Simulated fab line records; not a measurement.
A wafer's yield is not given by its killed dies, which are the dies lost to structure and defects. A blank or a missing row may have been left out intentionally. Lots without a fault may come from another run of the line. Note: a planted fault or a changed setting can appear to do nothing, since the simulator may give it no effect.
fab line records -- flow nandHarc -- part 2 of 2: steps 22 to 32 of 32
record lots=5, wafers=15, lastDay=23
route steps=1159 shown A_SGD_CUT@762 A_SLIT@779
lots with no fault: from the same line, run without faults
startH: start of the lot's first displayed wafer, in hours after the record's first day -- waitH: time in hours since the lot's previous step -- " identical to the entry in the row above -- L1.1+2: one row covering several wafers at once -- - no value, or no start given -- * or withheld: withheld -- < > ~ a bound
route shown NAME@n: NAME is a module with steps in the file, n the number in the route of the first one -- usual: the fault-free wafers' mean and standard deviation -- same: alike in all rows -- chamber/n: place in a boat -- sites: each site's reading -- _std_site: standard deviation across them -- _edge_site: mean of outer sites minus mean of inner sites -- radiusMm: how far each site lies from the wafer's centre -- mask NAME#n: copy n -- behind: tool/chamber where the wafer was last shaped -- hold: why the lot was held/for how many hours/how that ended -- device: the transistor (n, p or np) that didn't switch -- end of line: at the end of the route, the tests of the same wafers -- where a step has no rows: the recipe by itself -- killed: not the wafer's yield, but the dies lost to structure and defects at the first sort -- map: the dies of a wafer, with x for killed, . for not killed, _ for no die there
set.NAME: the setting that was run; set.NAME@STEP: the one run at that earlier step -- model.NAME: the simulator's own value behind a step, which no gauge read
lots seen at some steps along the route; tables by step, rows by wafer
services: from which hour (startH, from the record's first day; less than 0 if before it) a tool's chamber was out of use, for how many hours, and why
## steps
# step NHARC_A_SLIT_HMDS_02
# recipe timeS=30
# usual exhaustPa=45.0/0.87
# same timeS=30
lot.wafer,tool,chamber,startH,waitH,exhaustPa
L074.1,lithoTrack-06,0,-,-,46.2
L074.3,lithoTrack-06,0,-,-,44.4
L074.6,lithoTrack-06,0,-,-,45.0
L075.1,lithoTrack-06,0,-,-,44.2
L075.2,lithoTrack-06,0,-,-,45.7
L075.5,lithoTrack-06,0,-,-,45.9
L081.1,lithoTrack-04,0,-,-,45.0
L081.4,lithoTrack-04,0,-,-,45.5
L081.5,lithoTrack-04,0,-,-,45.7
L090.3,lithoTrack-06,0,-,-,44.2
L090.4,lithoTrack-06,0,-,-,44.9
L090.5,lithoTrack-06,0,-,-,44.9
L094.2,lithoTrack-06,0,-,-,45.7
L094.3,lithoTrack-06,0,-,-,44.9
L094.4,lithoTrack-06,0,-,-,45.4
# step NHARC_A_SLIT_COAT_03
# recipe spinRpm=1500, resistThkNm=90
# usual exhaustPa=45.1/0.87
lot.wafer,tool,chamber,startH,waitH,exhaustPa
L074.1,lithoTrack-06,0,-,-,45.4
L074.3,lithoTrack-06,0,-,-,44.7
L074.6,lithoTrack-06,0,-,-,44.4
L075.1,lithoTrack-06,0,-,-,45.4
L075.2,lithoTrack-06,0,-,-,45.0
L075.5,lithoTrack-06,0,-,-,45.3
L081.1,lithoTrack-04,0,-,-,46.1
L081.4,lithoTrack-04,0,-,-,46.8
L081.5,lithoTrack-04,0,-,-,46.3
L090.3,lithoTrack-06,0,-,-,45.5
L090.4,lithoTrack-06,0,-,-,46.4
L090.5,lithoTrack-06,0,-,-,44.9
L094.2,lithoTrack-06,0,-,-,44.9
L094.3,lithoTrack-06,0,-,-,46.3
L094.4,lithoTrack-06,0,-,-,46.0
# step NHARC_A_SLIT_SOFTBAKE_04
# recipe tempC=105, timeS=55
# usual exhaustPa=45.1/0.95
# same timeS=55
lot.wafer,tool,chamber,startH,waitH,exhaustPa
L074.1,lithoTrack-06,0,-,-,46.2
L074.3,lithoTrack-06,0,-,-,46.1
L074.6,lithoTrack-06,0,-,-,46.8
L075.1,lithoTrack-06,0,-,-,43.4
L075.2,lithoTrack-06,0,-,-,44.4
L075.5,lithoTrack-06,0,-,-,43.0
L081.1,lithoTrack-04,0,-,-,44.8
L081.4,lithoTrack-04,0,-,-,45.4
L081.5,lithoTrack-04,0,-,-,43.6
L090.3,lithoTrack-06,0,-,-,46.9
L090.4,lithoTrack-06,0,-,-,45.1
L090.5,lithoTrack-06,0,-,-,46.5
L094.2,lithoTrack-06,0,-,-,45.0
L094.3,lithoTrack-06,0,-,-,43.8
L094.4,lithoTrack-06,0,-,-,43.8
# step NHARC_A_SLIT_EBR_05
# usual exhaustPa=44.9/0.84
lot.wafer,tool,chamber,startH,waitH,exhaustPa
L074.1,lithoTrack-06,0,-,-,46.6
L074.3,lithoTrack-06,0,-,-,45.6
L074.6,lithoTrack-06,0,-,-,45.0
L075.1,lithoTrack-06,0,-,-,44.7
L075.2,lithoTrack-06,0,-,-,43.1
L075.5,lithoTrack-06,0,-,-,44.2
L081.1,lithoTrack-04,0,-,-,45.5
L081.4,lithoTrack-04,0,-,-,44.7
L081.5,lithoTrack-04,0,-,-,45.5
L090.3,lithoTrack-06,0,-,-,45.7
L090.4,lithoTrack-06,0,-,-,46.6
L090.5,lithoTrack-06,0,-,-,47.0
L094.2,lithoTrack-06,0,-,-,44.2
L094.3,lithoTrack-06,0,-,-,46.0
L094.4,lithoTrack-06,0,-,-,44.7
# step NHARC_A_SLIT_EXPOSE_06
# recipe na=1.35, doseMj=60.82, maskId=SLIT
# usual reticleTempC=22.99/0.11
lot.wafer,tool,chamber,startH,waitH,mask,reticleTempC
L074.1,arfiScanner-02,0,315.23,-,SLIT#0,22.78
L074.3,arfiScanner-02,0,315.23,-,SLIT#0,23.04
L074.6,arfiScanner-02,0,315.23,-,SLIT#0,22.82
L075.1,arfiScanner-03,0,330.06,-,SLIT#0,22.92
L075.2,arfiScanner-03,0,330.06,-,SLIT#0,22.89
L075.5,arfiScanner-03,0,330.06,-,SLIT#0,23.10
L081.1,arfiScanner-03,0,360.48,-,SLIT#0,23.10
L081.4,arfiScanner-03,0,360.48,-,SLIT#0,23.26
L081.5,arfiScanner-03,0,360.48,-,SLIT#0,23.17
L090.3,arfiScanner-02,0,410.40,-,SLIT#0,22.89
L090.4,arfiScanner-02,0,410.40,-,SLIT#0,22.90
L090.5,arfiScanner-02,0,410.40,-,SLIT#0,22.86
L094.2,arfiScanner-03,0,433.42,-,SLIT#0,23.16
L094.3,arfiScanner-03,0,433.42,-,SLIT#0,23.07
L094.4,arfiScanner-03,0,433.42,-,SLIT#0,23.12
# step NHARC_A_SLIT_PEB_07
# recipe pebTempC=100, pebTimeS=65
# usual exhaustPa=45.1/0.98
lot.wafer,tool,chamber,startH,waitH,exhaustPa
L074.1,lithoTrack-01,0,315.29,0.1,44.2
L074.3,lithoTrack-01,0,315.29,0.1,45.5
L074.6,lithoTrack-01,0,315.29,0.1,45.2
L075.1,lithoTrack-01,0,330.12,0.1,45.2
L075.2,lithoTrack-01,0,330.12,0.1,44.8
L075.5,lithoTrack-01,0,330.12,0.1,44.6
L081.1,lithoTrack-01,0,360.54,0.1,44.5
L081.4,lithoTrack-01,0,360.54,0.1,44.1
L081.5,lithoTrack-01,0,360.54,0.1,44.9
L090.3,lithoTrack-04,0,410.46,0.0,44.9
L090.4,lithoTrack-04,0,410.46,0.0,45.2
L090.5,lithoTrack-04,0,410.46,0.0,44.3
L094.2,lithoTrack-04,0,433.48,0.1,46.4
L094.3,lithoTrack-04,0,433.48,0.1,47.0
L094.4,lithoTrack-04,0,433.48,0.1,46.1
# step NHARC_A_SLIT_DEVELOP_08
# recipe developTimeS=35, devTempC=23
# usual exhaustPa=45.0/0.87
lot.wafer,tool,chamber,startH,waitH,exhaustPa
L074.1,lithoTrack-01,0,-,-,45.5
L074.3,lithoTrack-01,0,-,-,44.2
L074.6,lithoTrack-01,0,-,-,45.6
L075.1,lithoTrack-01,0,-,-,44.1
L075.2,lithoTrack-01,0,-,-,44.9
L075.5,lithoTrack-01,0,-,-,44.4
L081.1,lithoTrack-01,0,-,-,43.3
L081.4,lithoTrack-01,0,-,-,44.4
L081.5,lithoTrack-01,0,-,-,45.9
L090.3,lithoTrack-04,0,-,-,44.2
L090.4,lithoTrack-04,0,-,-,45.1
L090.5,lithoTrack-04,0,-,-,44.3
L094.2,lithoTrack-04,0,-,-,47.5
L094.3,lithoTrack-04,0,-,-,46.0
L094.4,lithoTrack-04,0,-,-,46.0
# step NHARC_A_SLIT_CD_MEAS_09
# recipe targetCdNm=300, landingEnergyEv=500
# usual cdNm=299.9/0.45
lot.wafer,tool,chamber,startH,waitH,cdNm
L074.1,cdSem-02,0,315.37,-,299.5
L074.3,cdSem-02,0,315.37,-,299.9
L074.6,cdSem-02,0,315.37,-,299.5
L075.1,cdSem-02,0,330.20,-,299.3
L075.2,cdSem-02,0,330.20,-,300.3
L075.5,cdSem-02,0,330.20,-,299.4
L081.1,cdSem-02,0,360.63,-,299.5
L081.4,cdSem-02,0,360.63,-,299.9
L081.5,cdSem-02,0,360.63,-,299.3
L090.3,cdSem-03,0,410.54,-,299.3
L090.4,cdSem-03,0,410.54,-,299.6
L090.5,cdSem-03,0,410.54,-,299.5
L094.2,cdSem-02,0,433.56,-,299.7
L094.3,cdSem-02,0,433.56,-,300.3
L094.4,cdSem-02,0,433.56,-,299.6
# step NHARC_A_SLIT_OVL_MEAS_10
# usual overlayXNm=-0.2/0.66, overlayYNm=-0.1/0.72
lot.wafer,tool,chamber,startH,waitH,overlayXNm,overlayYNm
L074.1,overlay-02,-,315.46,-,-0.5,0.5
L074.3,overlay-02,-,315.46,-,0.4,0.2
L074.6,overlay-02,-,315.46,-,-0.3,-0.2
L075.1,overlay-01,-,330.29,-,0.3,0.1
L075.2,overlay-01,-,330.29,-,0.1,-0.5
L075.5,overlay-01,-,330.29,-,0.5,0.2
L081.1,overlay-02,-,360.73,-,-0.8,0.6
L081.4,overlay-02,-,360.73,-,0.2,0.6
L081.5,overlay-02,-,360.73,-,-0.5,1.1
L090.3,overlay-02,-,410.62,-,1.2,-1.6
L090.4,overlay-02,-,410.62,-,2.0,-1.3
L090.5,overlay-02,-,410.62,-,1.1,-1.3
L094.2,overlay-01,-,433.64,-,0.2,-0.1
L094.3,overlay-01,-,433.64,-,0.0,0.5
L094.4,overlay-01,-,433.64,-,0.1,0.1
# step NHARC_A_SLIT_INSPECT_11
# usual rawDefectCount=22/9.5
lot.wafer,tool,chamber,startH,waitH,rawDefectCount
L074.1,defectInspect-01,-,315.50,0.0,22
L074.3,defectInspect-01,-,315.50,0.0,25
L074.6,defectInspect-01,-,315.50,0.0,16
L075.1,defectInspect-01,-,330.33,0.0,32
L075.2,defectInspect-01,-,330.33,0.0,15
L075.5,defectInspect-01,-,330.33,0.0,26
L081.1,defectInspect-02,-,360.77,0.0,15
L081.4,defectInspect-02,-,360.77,0.0,10
L081.5,defectInspect-02,-,360.77,0.0,18
L090.3,defectInspect-02,-,410.66,0.0,13
L090.4,defectInspect-02,-,410.66,0.0,17
L090.5,defectInspect-02,-,410.66,0.0,16
L094.2,defectInspect-02,-,433.68,0.0,42
L094.3,defectInspect-02,-,433.68,0.0,41
L094.4,defectInspect-02,-,433.68,0.0,30
# step NHARC_A_SLIT_DESCUM_14
# recipe timeS=3, o2FlowSccm=200, arFlowSccm=0, biasPowerW=0, chemistry=O2
# usual drypumpMotorCurrentA=6.0/0.48, oesProductAu=1.003/0.0069, rfVppV=57.7/0.86, showerheadPlenumPTorr=1.90/0.068, throttleValvePct=11.312/0.0091
# same timeS=3
lot.wafer,tool,chamber,startH,waitH,drypumpMotorCurrentA,oesProductAu,rfHoursCounterH,rfVppV,showerheadPlenumPTorr,throttleValvePct
L074.1,rieDiel-13,2,315.57,0.1,5.7,1.000,2,57.9,2.01,11.311
L074.3,rieDiel-13,0,315.57,0.1,6.4,1.002,1,57.3,1.81,11.317
L074.6,rieDiel-13,1,315.57,0.1,6.3,1.013,-,57.8,1.87,11.305
L075.2,rieDiel-13,3,330.40,0.1,5.6,1.013,3,57.1,1.87,11.317
L075.1,rieDiel-13,0,330.40,0.1,6.3,0.999,3,57.0,1.81,11.321
L075.5,rieDiel-13,0,330.40,0.1,6.4,0.995,-,57.8,1.81,11.305
L081.1,rieDiel-01,0,360.83,0.1,6.7,0.997,4,58.7,2.03,11.313
L081.4,rieDiel-01,3,360.83,0.1,5.2,0.999,3,57.7,1.93,11.311
L081.5,rieDiel-01,0,360.83,0.1,6.7,0.996,-,58.0,2.03,11.306
L090.3,rieDiel-02,2,410.74,0.1,5.9,1.008,7,58.2,1.96,11.315
L090.4,rieDiel-02,3,410.74,0.1,5.2,1.005,7,56.2,1.80,11.303
L090.5,rieDiel-02,0,410.74,0.1,5.8,1.006,-,57.6,1.90,11.307
L094.2,rieDiel-13,1,433.74,0.1,6.3,0.996,10,58.0,1.86,11.305
L094.4,rieDiel-13,2,433.74,0.1,5.8,1.002,10,58.3,2.01,11.322
L094.3,rieDiel-13,3,433.74,0.1,5.6,0.997,11,58.5,1.87,11.311
## services
tool,chamber,startH,hours,kind
rieDiel-07,3,285.42,7.4,repair
fcvd-02,-,287.26,0.8,repair
cmp-04,-,287.54,0.8,repair
lithoTrack-06,-,292.00,7.0,pm
pecvd-03,-,292.01,13.0,pm
aclDep-01,-,294.10,13.0,pm
rieDiel-13,0,297.33,7.8,repair
rieDiel-11,1,300.12,3.2,repair
cmp-04,-,303.00,4.0,pm
rieDiel-13,-,306.03,0.9,repair
lithoTrack-04,-,316.00,7.0,pm
wetBench-03,-,322.40,8.0,pm
rieDiel-07,0,328.96,2.8,repair
fcvd-02,-,333.08,0.9,repair
wetBench-04,-,339.20,8.0,pm
rieDiel-07,0,347.93,2.9,repair
wetBench-03,-,363.72,4.1,repair
rieDiel-11,-,366.51,9.0,pm
fcvd-02,-,376.00,13.0,pm
rieDiel-07,-,405.20,9.0,pm
rieDiel-11,1,411.18,2.3,repair
pecvd-01,-,418.00,13.0,pm
rieDiel-11,2,421.01,2.3,repair
rieDiel-09,-,431.12,9.0,pm
